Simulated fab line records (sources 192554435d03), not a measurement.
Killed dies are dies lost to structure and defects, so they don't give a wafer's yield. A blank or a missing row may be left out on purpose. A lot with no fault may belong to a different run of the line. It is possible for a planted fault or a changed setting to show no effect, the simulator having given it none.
fab line records	flow n5Finfet	part 1 of 2: steps 1 to 19 of 26
record: lots: 5	wafers: 15	lastDay: 17
route steps=1938 shown FIN_SAQP@104
lots that met no fault: from a run of the same line without faults
startH: the number of hours between the record's first day and the start of the first shown wafer of the lot	waitH: how many hours have passed since the lot's step before this one	" the same as in the row above	L1.1+2: a row that stands for several wafers	- either no value or no given start	* or withheld: withheld	< > ~ a bound
route shown NAME@n: NAME is a module with steps in the file, n the number in the route of the first one	usual: mean/standard deviation taken from wafers without a fault	same: alike in all rows	chamber/n: place in a boat	sites: readings site by site	_std_site: the standard deviation of these	_edge_site: the outer-site mean with the inner-site mean subtracted	radiusMm: for every site, how far away it sits from the centre of the wafer	mask NAME#n: copy n	behind: the most recent tool/chamber to have shaped the wafer	hold: why the lot went on hold/how many hours it stayed there/how the hold came to an end	device: the n, p or np transistor that did not switch	end of line: the route-end tests of the same wafers	a step without rows: its recipe alone	killed: not the wafer's yield, but the dies lost to structure and defects at the first sort	map: a wafer's dies, x killed, . not, _ none there
set.NAME: the setting as run; set.NAME@STEP: as run at that earlier step	model.NAME: the simulator's own value behind a step, which no gauge read
lots at some steps of the route; a table a step, a row a wafer
services: the hour from which a tool's chamber was out of use, counted from the record's first day as startH (under 0 if before that day), plus the number of hours and why
== steps ==
step: N5_FIN_SAQP_COAT_50
recipe: resist: SiARC	tempC: 220	timeS: 60	spinRpm: 1500	resistThkNm: 35
usual: chillPlateTempC: 23.00/0.1
lot.wafer	tool	chamber	startH	waitH	chillPlateTempC
L074.2	lithoTrack-04	0	-	-	22.81
L074.3	"	0	"	"	22.78
L074.5	"	0	"	"	23.06
L075.3	lithoTrack-03	0	-	-	22.82
L075.4	"	0	"	"	22.95
L075.5	"	0	"	"	22.98
L078.2	lithoTrack-05	0	-	-	22.85
L078.3	"	0	"	"	22.85
L078.5	"	0	"	"	22.98
L089.2	lithoTrack-05	0	-	-	22.91
L089.3	"	0	"	"	22.91
L089.6	"	0	"	"	22.78
L093.3	lithoTrack-04	0	-	-	22.98
L093.5	"	0	"	"	23.22
L093.6	"	0	"	"	23.04
step: N5_FIN_SAQP_COAT_10
recipe: resist: CAR-ArF	spinRpm: 1500	resistThkNm: 90
usual: chillPlateTempC: 23.00/0.11
lot.wafer	tool	chamber	startH	waitH	chillPlateTempC
L074.2	lithoTrack-04	0	-	-	23.13
L074.3	"	0	"	"	23.03
L074.5	"	0	"	"	23.08
L075.3	lithoTrack-03	0	-	-	22.89
L075.4	"	0	"	"	22.96
L075.5	"	0	"	"	23.08
L078.2	lithoTrack-05	0	-	-	22.96
L078.3	"	0	"	"	23.02
L078.5	"	0	"	"	23.11
L089.2	lithoTrack-05	0	-	-	22.87
L089.3	"	0	"	"	22.96
L089.6	"	0	"	"	22.86
L093.3	lithoTrack-04	0	-	-	22.97
L093.5	"	0	"	"	22.98
L093.6	"	0	"	"	23.28
step: N5_FIN_SAQP_EBR_12
recipe: solvent: PGMEA	ebrWidthMm: 1.5
usual: chillPlateTempC: 22.98/0.096
lot.wafer	tool	chamber	startH	waitH	chillPlateTempC
L074.2	lithoTrack-04	0	-	-	22.86
L074.3	"	0	"	"	22.96
L074.5	"	0	"	"	23.01
L075.3	lithoTrack-03	0	-	-	22.99
L075.4	"	0	"	"	22.97
L075.5	"	0	"	"	23.09
L078.2	lithoTrack-05	0	-	-	22.96
L078.3	"	0	"	"	23.21
L078.5	"	0	"	"	23.04
L089.2	lithoTrack-05	0	-	-	23.05
L089.3	"	0	"	"	23.09
L089.6	"	0	"	"	22.97
L093.3	lithoTrack-04	0	-	-	23.02
L093.5	"	0	"	"	22.91
L093.6	"	0	"	"	22.96
step: N5_FIN_SAQP_SOFTBAKE_11
recipe: tempC: 110	timeS: 60	resist: CAR-ArF
usual: chillPlateTempC: 22.99/0.11
lot.wafer	tool	chamber	startH	waitH	chillPlateTempC
L074.2	lithoTrack-04	0	-	-	22.85
L074.3	"	0	"	"	22.77
L074.5	"	0	"	"	22.87
L075.3	lithoTrack-03	0	-	-	23.06
L075.4	"	0	"	"	23.06
L075.5	"	0	"	"	23.10
L078.2	lithoTrack-05	0	-	-	23.05
L078.3	"	0	"	"	23.03
L078.5	"	0	"	"	23.19
L089.2	lithoTrack-05	0	-	-	22.79
L089.3	"	0	"	"	22.93
L089.6	"	0	"	"	22.84
L093.3	lithoTrack-04	0	-	-	23.21
L093.5	"	0	"	"	23.15
L093.6	"	0	"	"	23.21
step: N5_FIN_SAQP_EXPOSE_13
recipe: maskId: FIN_CORE	na: 1.35	sourceShape: dipole	sigmaInner: 0.538	sigmaOuter: 0.738	polarization: te	targetCdNm: 35.6	doseMj: 63.25
usual: stageVelMmS: 499.99/0.23
same: dipoleOpeningDeg: 40	na: 1.35	sigmaOuter: 0.738
lot.wafer	tool	chamber	startH	waitH	mask	stageVelMmS
L074.2	arfiScanner-03	0	22.34	-	FIN_CORE#0	499.71
L074.3	"	0	"	"	FIN_CORE#0	499.92
L074.5	"	0	"	"	FIN_CORE#0	499.84
L075.3	arfiScanner-03	0	28.31	-	FIN_CORE#0	499.82
L075.4	"	0	"	"	FIN_CORE#0	499.71
L075.5	"	0	"	"	FIN_CORE#0	500.51
L078.2	arfiScanner-03	0	45.83	-	FIN_CORE#0	500.07
L078.3	"	0	"	"	FIN_CORE#0	499.70
L078.5	"	0	"	"	FIN_CORE#0	499.77
L089.2	arfiScanner-03	0	111.94	-	FIN_CORE#0	499.69
L089.3	"	0	"	"	FIN_CORE#0	499.73
L089.6	"	0	"	"	FIN_CORE#0	499.83
L093.3	arfiScanner-02	0	135.70	-	FIN_CORE#0	500.41
L093.5	"	0	"	"	FIN_CORE#0	500.47
L093.6	"	0	"	"	FIN_CORE#0	500.07
step: N5_FIN_SAQP_PEB_14
recipe: pebTempC: withheld	pebTimeS: 60	resist: CAR-ArF
usual: chillPlateTempC: 23.01/0.1
lot.wafer	tool	chamber	startH	waitH	chillPlateTempC
L074.2	lithoTrack-03	0	22.39	0.0	23.05
L074.3	"	0	"	"	23.12
L074.5	"	0	"	"	22.94
L075.3	lithoTrack-05	0	28.36	0.0	22.91
L075.4	"	0	"	"	22.93
L075.5	"	0	"	"	23.08
L078.2	lithoTrack-04	0	45.88	0.0	22.94
L078.3	"	0	"	"	23.01
L078.5	"	0	"	"	22.98
L089.2	lithoTrack-04	0	112.00	0.0	22.80
L089.3	"	0	"	"	22.82
L089.6	"	0	"	"	22.89
L093.3	lithoTrack-05	0	135.75	0.0	22.99
L093.5	"	0	"	"	22.95
L093.6	"	0	"	"	22.98
step: N5_FIN_SAQP_DEVELOP_15
recipe: developTimeS: 30	developer: TMAH	resist: CAR-ArF	devTempC: 23	rinseLiquid: diw	dry: airSpin
usual: chillPlateTempC: 22.99/0.1
same: developTimeS: 30
lot.wafer	tool	chamber	startH	waitH	chillPlateTempC
L074.2	lithoTrack-03	0	-	-	23.01
L074.3	"	0	"	"	23.00
L074.5	"	0	"	"	22.95
L075.3	lithoTrack-05	0	-	-	23.13
L075.4	"	0	"	"	23.07
L075.5	"	0	"	"	23.15
L078.2	lithoTrack-04	0	-	-	22.82
L078.3	"	0	"	"	22.82
L078.5	"	0	"	"	22.94
L089.2	lithoTrack-04	0	-	-	23.06
L089.3	"	0	"	"	22.95
L089.6	"	0	"	"	23.15
L093.3	lithoTrack-05	0	-	-	22.86
L093.5	"	0	"	"	22.92
L093.6	"	0	"	"	22.81
step: N5_FIN_SAQP_CD_MEAS_16
recipe: targetCdNm: 35.6	landingEnergyEv: 500	detector: seInlens
usual: cdNm: 35.7/0.35
lot.wafer	tool	chamber	startH	waitH	cdNm
L074.2	cdSem-02	0	22.46	-	36.1
L074.3	"	0	"	"	35.6
L074.5	"	0	"	"	35.9
L075.3	cdSem-01	0	28.43	-	35.8
L075.4	"	0	"	"	35.7
L075.5	"	0	"	"	35.6
L078.2	cdSem-03	0	45.95	-	34.9
L078.3	"	0	"	"	35.5
L078.5	"	0	"	"	35.3
L089.2	cdSem-03	0	112.06	-	36.1
L089.3	"	0	"	"	36.3
L089.6	"	0	"	"	36.1
L093.3	cdSem-02	0	135.83	-	35.8
L093.5	"	0	"	"	35.5
L093.6	"	0	"	"	35.2
step: N5_FIN_SAQP_OVL_MEAS_17
recipe: pointsPerWafer: 44
usual: FIN_CORE_OVL: 0.3/0.92
lot.wafer	tool	chamber	startH	waitH	FIN_CORE_OVL[nm]
L074.2	overlay-02	0	22.50	0.0	-1.4
L074.3	"	0	"	"	0.2
L074.5	"	0	"	"	-0.9
L075.3	overlay-01	0	28.46	0.0	-0.1
L075.4	"	0	"	"	0.2
L075.5	"	0	"	"	1.0
L078.2	overlay-01	0	45.99	0.0	-0.6
L078.3	"	0	"	"	0.9
L078.5	"	0	"	"	-1.1
L089.2	overlay-02	0	112.10	0.0	1.6
L089.3	"	0	"	"	0.2
L089.6	"	0	"	"	0.7
L093.3	overlay-02	0	135.86	0.0	0.0
L093.5	"	0	"	"	0.6
L093.6	"	0	"	"	-0.6
step: N5_FIN_SAQP_INSPECT_18
recipe: mode: adi	inspectInstrument: brightfield
usual: rawDefectCount: 379/100
lot.wafer	tool	chamber	startH	waitH	rawDefectCount
L074.2	defectInspect-02	-	22.52	0.0	452
L074.3	"	-	"	"	469
L074.5	"	-	"	"	504
L075.3	defectInspect-02	-	28.49	0.0	318
L075.4	"	-	"	"	293
L075.5	"	-	"	"	321
L078.2	defectInspect-01	-	46.02	0.0	357
L078.3	"	-	"	"	297
L078.5	"	-	"	"	220
L089.2	defectInspect-02	-	112.13	0.0	355
L089.3	"	-	"	"	403
L089.6	"	-	"	"	364
L093.3	defectInspect-02	-	135.88	0.0	602
L093.5	"	-	"	"	434
L093.6	"	-	"	"	327
step: N5_FIN_SAQP_DESCUM_21
recipe: chemistry: O2	timeS: 7.9	sourcePowerW: 50	biasPowerW: 20	pressureMtorr: 20	rfFrequencyHz: 2.712e+07	tempC: 40	resist: CAR-ArF	o2FlowSccm: 225
usual: drypumpMotorCurrentA: 5.7/0.41	o2FlowSccm: 225.0/0.71	oesProductAu: 0.79/0.11	rfFwdPowerW: 49.37/0.22	rfVppV: 242.7/1.1	showerheadPlenumPTorr: 2.06/0.053	throttleValvePct: 20.51/0.25
lot.wafer	tool	chamber	startH	waitH	drypumpMotorCurrentA	o2FlowSccm	oesProductAu	rfFwdPowerW	rfHoursCounterH	rfVppV	showerheadPlenumPTorr	throttleValvePct
L074.2	rieDiel-02	2	22.69	0.2	5.5	223.8	0.69	49.13	248	242.6	2.06	20.59
L074.3	"	3	"	"	5.5	225.2	0.71	49.65	203	242.3	1.97	20.42
L074.5	"	2	"	"	5.5	224.6	0.68	49.02	-	242.8	2.06	20.60
L075.3	rieDiel-03	2	28.52	0.0	5.7	224.0	0.68	49.71	246	243.4	2.03	20.47
L075.4	"	1	"	"	5.6	225.5	0.71	49.62	203	242.6	2.07	20.92
L075.5	"	0	"	"	5.4	225.3	0.70	49.49	-	242.6	2.07	20.65
L078.2	rieDiel-03	2	46.06	0.0	5.7	224.9	0.68	49.63	252	243.3	2.03	20.46
L078.3	"	1	"	"	5.6	225.1	0.71	49.59	210	242.7	2.07	20.93
L078.5	"	0	"	"	5.4	226.2	0.69	49.38	-	242.2	2.06	20.68
L089.2	rieDiel-02	0	112.26	0.1	5.6	226.0	0.67	49.68	248	244.0	2.15	20.76
L089.3	"	1	"	"	6.7	224.8	0.95	49.55	8	241.9	2.07	20.31
L089.6	"	2	"	"	5.5	224.8	0.92	49.27	-	241.5	2.05	20.38
L093.3	rieDiel-04	1	135.92	0.0	5.9	225.2	0.89	49.21	36	243.3	2.05	20.26
L093.5	"	3	"	"	6.4	224.1	0.69	49.30	-	243.2	2.14	20.55
L093.6	"	0	"	"	5.1	224.4	0.82	49.13	-	242.5	2.04	20.81
step: N5_FIN_SAQP_ETCH_51
recipe: chemistry: CF4	target: SiARC	targetDepthA: 455	maskMaterial: CAR-ArF	timeS: 75.8	ionEnergyEv: 80	pressureMtorr: 40	sourceW: 545	biasW: 36	Ar_flow_sccm: 100	cf4FlowSccm: 100	ends: cleared
usual: drypumpMotorCurrentA: 5.7/0.41	etchRfOnTimeS: 75.8/2.1	oesProductAu: 0.67/0.09	rfFwdPowerW: 539.5/2	rfVppV: 183.6/1	showerheadPlenumPTorr: 2.11/0.048	throttleValvePct: 15.70/0.26
lot.wafer	tool	chamber	startH	waitH	drypumpMotorCurrentA	etchRfOnTimeS	oesProductAu	rfFwdPowerW	rfHoursCounterH	rfVppV	showerheadPlenumPTorr	throttleValvePct
L074.2	rieDiel-02	2	22.72	0.0	5.5	77.2	0.58	537.3	248	184.0	2.11	15.91
L074.3	"	3	"	"	5.5	74.9	0.61	539.6	203	182.6	2.05	15.79
L074.5	"	2	"	"	5.5	77.7	0.58	537.9	-	183.1	2.11	15.89
L075.3	rieDiel-03	2	28.55	0.0	5.7	80.7	0.56	537.3	246	183.2	2.10	15.86
L075.4	"	1	"	"	5.6	74.1	0.62	542.5	203	183.6	2.12	16.12
L075.5	"	0	"	"	5.4	77.7	0.58	540.3	-	183.2	2.12	15.97
L078.2	rieDiel-03	2	46.09	0.0	5.7	79.6	0.56	542.4	252	183.7	2.10	15.87
L078.3	"	1	"	"	5.5	72.8	0.62	541.4	210	184.0	2.12	16.13
L078.5	"	0	"	"	5.4	77.5	0.59	540.8	-	183.4	2.12	15.98
L089.2	rieDiel-02	0	112.30	0.0	5.6	81.3	0.57	542.2	248	185.0	2.18	15.80
L089.3	"	1	"	"	6.6	74.7	0.81	539.9	8	183.7	2.11	15.34
L089.6	"	2	"	"	5.5	75.1	0.76	534.8	-	184.3	2.10	15.50
L093.3	rieDiel-04	1	135.95	0.0	5.9	74.7	0.78	537.4	36	184.0	2.09	15.33
L093.5	"	3	"	"	6.4	76.2	0.59	538.2	-	185.5	2.20	15.89
L093.6	"	0	"	"	5.1	75.0	0.70	538.4	-	183.2	2.08	15.83
step: N5_FIN_SAQP_ETCH_52
recipe: chemistry: N2/H2	target: SOC	targetDepthA: 1000	overetchA: 200	maskMaterial: SiARC	tempC: 40	timeS: 150	ionEnergyEv: 200	pressureMtorr: 30	sourceW: 840	biasW: 150	n2FlowSccm: 200	h2FlowSccm: 200	ends: endPoint
usual: drypumpMotorCurrentA: 5.7/0.41	oesProductAu: 0.71/0.089	rfFwdPowerW: 836.3/2.7	rfVppV: 522.9/2	showerheadPlenumPTorr: 2.51/0.067	throttleValvePct: 17.96/0.26
lot.wafer	tool	chamber	startH	waitH	drypumpMotorCurrentA	oesProductAu	rfFwdPowerW	rfHoursCounterH	rfVppV	showerheadPlenumPTorr	throttleValvePct
L074.2	rieDiel-02	2	22.78	0.0	5.5	0.61	831.2	248	523.3	2.50	18.13
L074.3	"	3	"	"	5.6	0.64	835.0	203	519.7	2.42	18.04
L074.5	"	2	"	"	5.5	0.61	832.8	-	521.9	2.50	18.13
L075.3	rieDiel-03	2	28.61	0.0	5.7	0.61	841.2	246	522.5	2.51	18.05
L075.4	"	1	"	"	5.6	0.65	835.0	203	524.0	2.52	18.33
L075.5	"	0	"	"	5.4	0.63	832.9	-	522.6	2.51	18.06
L078.2	rieDiel-03	2	46.15	0.0	5.7	0.61	834.6	252	522.0	2.51	18.08
L078.3	"	1	"	"	5.6	0.64	840.1	210	524.0	2.52	18.33
L078.5	"	0	"	"	5.4	0.62	837.4	-	523.1	2.50	18.07
L089.2	rieDiel-02	0	112.35	0.0	5.7	0.61	838.8	248	525.2	2.61	18.19
L089.3	"	1	"	"	6.7	0.84	835.6	8	524.0	2.49	17.54
L089.6	"	2	"	"	5.5	0.81	835.5	-	523.3	2.49	17.85
L093.3	rieDiel-04	1	136.01	0.0	5.8	0.80	834.0	36	521.3	2.49	17.70
L093.5	"	3	"	"	6.4	0.62	841.6	-	525.0	2.63	18.20
L093.6	"	0	"	"	5.2	0.73	843.5	-	521.2	2.46	18.12
step: N5_FIN_SAQP_STRIP_53
recipe: chemistry: N2/H2	tempC: 40	n2FlowSccm: 200	h2FlowSccm: 200	rfFrequencyHz: 6e+07
lot.wafer	tool	chamber	startH	waitH
L074.2+3+5	rieDiel-02	2,3,2	22.87	0.0
L075.3+4+5	rieDiel-03	2,1,0	28.71	0.0
L078.2+3+5	rieDiel-03	2,1,0	46.25	0.0
L089.2+3+6	rieDiel-02	0,1,2	112.45	0.0
L093.3+5+6	rieDiel-04	1,3,0	136.11	0.0
step: N5_FIN_SAQP_HM_OPEN_73
recipe: chemistry: CHF3/O2	target: SiO2	stopOn: a-Si	targetDepthA: 120	overEtchFrac: 1.8	maskMaterial: SOC	timeS: 16.8	pressureMtorr: 30	sourceW: 650	biasW: 170	Ar_flow_sccm: 200	CHF3_flow_sccm: 50	O2_flow_sccm: 5	ionEnergyEv: 200	ends: endPoint
usual: drypumpMotorCurrentA: 5.7/0.41	oesProductAu: 0.47/0.059	rfFwdPowerW: 645.1/2.3	rfVppV: 518/10	showerheadPlenumPTorr: 2.38/0.06	throttleValvePct: 18.93/0.25
lot.wafer	tool	chamber	startH	waitH	drypumpMotorCurrentA	oesProductAu	rfFwdPowerW	rfHoursCounterH	rfVppV	showerheadPlenumPTorr	throttleValvePct
L074.2	rieDiel-02	2	22.88	0.0	5.5	0.41	643.4	248	515	2.37	19.06
L074.3	"	3	"	"	5.6	0.43	649.0	203	507	2.30	18.91
L074.5	"	2	"	"	5.5	0.41	643.2	-	516	2.38	19.06
L075.3	rieDiel-03	2	28.72	0.0	5.7	0.41	647.1	246	526	2.37	19.06
L075.4	"	1	"	"	5.6	0.43	645.4	203	519	2.40	19.38
L075.5	"	0	"	"	5.4	0.43	645.2	-	513	2.38	19.10
L078.2	rieDiel-03	2	46.26	0.0	5.7	0.41	641.5	252	527	2.37	19.10
L078.3	"	1	"	"	5.5	0.43	645.9	210	518	2.39	19.40
L078.5	"	0	"	"	5.4	0.42	646.8	-	512	2.37	19.10
L089.2	rieDiel-02	0	112.46	0.0	5.6	0.41	647.3	248	534	2.46	19.04
L089.3	"	1	"	"	6.7	0.57	645.2	8	505	2.37	18.59
L089.6	"	2	"	"	5.5	0.55	643.0	-	515	2.36	18.77
L093.3	rieDiel-04	1	136.12	0.0	5.8	0.53	642.1	36	512	2.36	18.60
L093.5	"	3	"	"	6.4	0.41	645.5	-	528	2.49	19.13
L093.6	"	0	"	"	5.2	0.49	644.6	-	508	2.34	19.08
step: N5_FIN_SAQP_STRIP_74
recipe: chemistry: CHF3/O2	resist: SiARC	rfFrequencyHz: 6e+07
lot.wafer	tool	chamber	startH	waitH
L074.2+3+5	rieDiel-02	2,3,2	22.94	0.0
L075.3+4+5	rieDiel-03	2,1,0	28.77	0.0
L078.2+3+5	rieDiel-03	2,1,0	46.31	0.0
L089.2+3+6	rieDiel-02	0,1,2	112.51	0.0
L093.3+5+6	rieDiel-04	1,3,0	136.17	0.0
step: N5_FIN_SAQP_MANDREL_ETCH_22
recipe: targetDepthA: 600	chemistry: HBr/Cl2	target: a-Si	stopOn: SiNx	btTimeS: 10	overEtchFrac: 0.5	timeS: 30	pressureMtorr: 10	icpW: 800	biasW: 75	HBr_flow_sccm: 150	Cl2_flow_sccm: 80	ends: endPoint
usual: drypumpMotorCurrentA: 5.9/0.53	oesProductAu: 0.770/0.013	rfFwdPowerW: 795.3/2.8	throttleValvePct: 35.3/0.32
lot.wafer	tool	chamber	startH	waitH	drypumpMotorCurrentA	oesProductAu	rfFwdPowerW	rfHoursCounterH	throttleValvePct
L074.2	rieSi-02	3	22.97	0.0	6.4	0.757	791.3	195	35.6
L074.3	"	1	"	"	5.2	0.761	792.6	42	34.8
L074.5	"	0	"	"	6.3	0.763	796.9	-	35.5
L075.3	rieSi-02	1	28.80	0.0	5.3	0.766	795.0	42	34.9
L075.4	"	3	"	"	6.4	0.763	792.6	195	35.5
L075.5	"	2	"	"	6.1	0.781	800.2	-	35.0
L078.2	rieSi-05	1	46.34	0.0	4.6	0.769	798.7	36	35.0
L078.3	"	0	"	"	5.5	0.766	793.7	105	35.3
L078.5	"	1	"	"	4.6	0.769	795.3	-	35.0
L089.2	rieSi-05	3	112.54	0.0	5.9	0.765	788.6	40	35.5
L089.3	"	2	"	"	5.7	0.748	794.5	110	35.9
L089.6	"	3	"	"	5.9	0.771	788.2	-	35.5
L093.3	rieSi-05	0	136.20	0.0	5.5	0.752	795.8	107	35.3
L093.5	"	1	"	"	4.7	0.771	789.1	-	35.0
L093.6	"	2	"	"	5.7	0.750	795.3	-	35.9
step: N5_FIN_SAQP_STRIP_55
recipe: chemistry: N2/H2	powerW: 500	tempC: 40	pressureMtorr: 50	rfFrequencyHz: 6e+07	overashFraction: 0.3	biasPowerW: 28	h2Frac: 0.5	n2FlowSccm: 300	h2FlowSccm: 300
usual: drypumpMotorCurrentA: 5.7/0.44	oesProductAu: 0.78/0.11	rfVppV: 121.5/1.3	showerheadPlenumPTorr: 3.31/0.084	throttleValvePct: 19.1/0.32
lot.wafer	tool	chamber	startH	waitH	drypumpMotorCurrentA	oesProductAu	rfHoursCounterH	rfVppV	showerheadPlenumPTorr	throttleValvePct
L074.2	rieDiel-04	0	23.07	0.1	5.2	0.85	66	121.4	3.27	19.3
L074.3	"	3	"	"	6.4	0.71	186	121.7	3.49	19.4
L074.5	"	2	"	"	6.2	0.92	-	122.7	3.42	18.3
L075.3	rieDiel-04	2	28.92	0.1	6.2	0.94	22	122.5	3.42	18.3
L075.4	"	2	"	"	6.1	0.91	-	119.3	3.42	18.3
L075.5	"	0	"	"	5.2	0.86	-	121.5	3.27	19.3
L078.2	rieDiel-03	2	46.44	0.1	5.7	0.68	252	120.7	3.31	19.0
L078.3	"	0	"	"	5.4	0.69	219	121.7	3.31	19.0
L078.5	"	1	"	"	5.6	0.72	-	120.2	3.33	19.3
L089.2	rieDiel-04	0	112.64	0.1	5.2	0.84	94	120.8	3.25	19.4
L089.3	"	2	"	"	6.1	0.87	52	121.5	3.40	18.4
L089.6	"	0	"	"	5.2	0.84	-	122.4	3.26	19.4
L093.3	rieDiel-04	1	136.30	0.1	5.8	0.89	36	120.1	3.29	18.9
L093.5	"	2	"	"	6.2	0.84	-	121.3	3.40	18.4
L093.6	"	3	"	"	6.4	0.70	-	118.4	3.47	19.4
step: N5_FIN_SAQP_STRIP_23
recipe: chemistry: SPM	timeS: 750	tempC: 130	h2so4H2o2VolRatio: 4
lot.wafer	tool	chamber	startH	waitH
L074.2+3+5	wetBench-01	3,2,7	23.13	-
L075.3+4+5	wetBench-02	5,1,6	28.98	-
L078.2+3+5	wetBench-02	6,2,7	46.51	-
L089.2+3+6	wetBench-01	0,5,1	112.71	-
L093.3+5+6	wetBench-02	4,5,3	136.37	-
